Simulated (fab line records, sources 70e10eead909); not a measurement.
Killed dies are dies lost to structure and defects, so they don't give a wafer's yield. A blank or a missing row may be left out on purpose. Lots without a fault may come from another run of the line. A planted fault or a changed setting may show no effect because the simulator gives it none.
Chamber matching | flow nand_harc | NHARC_A_BONDPAD_CMP_19 on cmp-02: 4 sister chambers
The step polishes, t overpolish 30 s, cu recess touch 16 s, target thk 169.82 nm. 18 wafers are shown with their chamber, then 9 later ones without.

WAFERS WITH THEIR CHAMBER
wafer  | chamber | motor_current_A (A) | overpolish_run_s (s)
L074.2 | 1       | 12.8                | 30.022
L074.3 | 2       | 11.0                | 29.997
L074.4 | 0       | 11.8                | 30.007
L077.3 | 2       | 11.5                | 29.995
L077.4 | 1       | 13.7                | 29.999
L077.5 | 3       | 12.0                | 30.001
L081.1 | 2       | 11.2                | 29.992
L081.2 | 3       | 12.5                | 30.029
L081.5 | 1       | 14.2                | 29.988
L080.3 | 0       | 11.7                | 30.007
L080.4 | 3       | 11.6                | 29.986
L080.6 | 1       | 13.9                | 29.995
L083.2 | 2       | 11.1                | 30.003
L083.3 | 3       | 11.9                | 29.983
L083.6 | 3       | 11.6                | 29.997
L086.4 | 3       | 12.0                | 29.986
L086.5 | 1       | 13.5                | 30.000
L086.6 | 2       | 11.0                | 29.993

SIGNATURES (means of the wafers above)
reading          | chamber 0 | chamber 1 | chamber 2 | chamber 3 | scatter within a chamber
motor_current_A  | 11.750    | 13.620    | 11.160    | 11.933    | 0.362
overpolish_run_s | 30.00700  | 30.00080  | 29.99600  | 29.99700  | 0.0125
Rule: a wafer's distance from a chamber is the root of the sum, over the readings, of the square of ((its reading less the chamber's mean) divided by the reading's scatter). The wafer belongs to the nearest chamber; if the next one is less than 2 further off, it can't be placed. The scatter: the root of (the sum of the squares of (reading less its chamber's mean) over the shown wafers, divided by (wafers less chambers)).

WAFERS WITHOUT THEIR CHAMBER
wafer  | motor_current_A (A) | overpolish_run_s (s)
L089.2 | 12.6                | 29.997
L089.4 | 11.4                | 30.005
L089.5 | 11.8                | 29.994
L094.1 | 11.2                | 29.997
L094.2 | 12.0                | 30.003
L094.3 | 14.0                | 29.995
L094.4 | 12.0                | 30.014
L094.5 | 11.0                | 29.996
L094.6 | 13.8                | 30.007

WHICH CHAMBER EACH WENT THROUGH
wafer  | from the rows above          | in truth
L089.2 | can't be placed: 3 or 0 or 1 | 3
L089.4 | can't be placed: 2 or 0 or 3 | 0
L089.5 | can't be placed: 3 or 0 or 2 | 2
L094.1 | can't be placed: 2 or 0 or 3 | 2
L094.2 | can't be placed: 3 or 0 or 2 | 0
L094.3 | 1                            | 1
L094.4 | can't be placed: 0 or 3 or 2 | 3
L094.5 | can't be placed: 2 or 0      | 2
L094.6 | 1                            | 1
Placed correctly: 2 of 9. Can't be placed from these rows: 7 (the true chamber is among the candidates in 7). Placed wrongly: 0.
